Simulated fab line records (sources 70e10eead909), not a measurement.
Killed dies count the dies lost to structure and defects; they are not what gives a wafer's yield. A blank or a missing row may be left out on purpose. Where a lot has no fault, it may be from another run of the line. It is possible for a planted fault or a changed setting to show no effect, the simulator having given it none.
Matching of chambers | flow nand-harc | NHARC_A_STAIRCASE_TRIM_229 on rie-diel-12 has 4 sister chambers
The step chemistry O2, time 211.2 s. 4 wafers are shown with their chamber, then 8 later ones without.

== WAFERS PAIRED WITH THEIR CHAMBERS ==
wafer  | chamber | showerhead-plenum-p-Torr (Torr)
L084.3 | 3       | 3.53
L089.5 | 0       | 3.32
L089.6 | 2       | 3.63
L091.1 | 1       | 3.29

== WAFERS WITH NO CHAMBER GIVEN ==
wafer  | showerhead-plenum-p-Torr (Torr)
L091.3 | 3.32
L091.5 | 3.32
L092.3 | 3.32
L092.4 | 3.52
L092.6 | 3.28
L094.1 | 3.51
L094.2 | 3.31
L094.5 | 3.31

== WHICH CHAMBER EACH WENT THROUGH ==
wafer  | from the rows above     | in truth
L091.3 | 0                       | 0
L091.5 | 0                       | 0
L092.3 | 0                       | 0
L092.4 | 3                       | 3
L092.6 | 1                       | 1
L094.1 | 3                       | 3
L094.2 | can't be placed: 0 or 1 | 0
L094.5 | can't be placed: 0 or 1 | 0
Correct placement for 6 of the 8. Unplaceable from these rows: 2, with the true chamber sitting among the candidates in 2. Number placed wrongly: 0.
How it was worked out, from the rows above alone: a wafer's distance from a chamber is the root of the sum, over the readings, of the square of ((its reading less the chamber's mean) divided by the reading's scatter). If the next closest chamber is less than 2 further off than the closest, the wafer can't be placed; otherwise it belongs to the closest. A chamber's mean is the mean of its shown wafers. The scatter: root of mean squared gap, hidden wafer to nearest shown wafer, with one shown wafer a chamber.
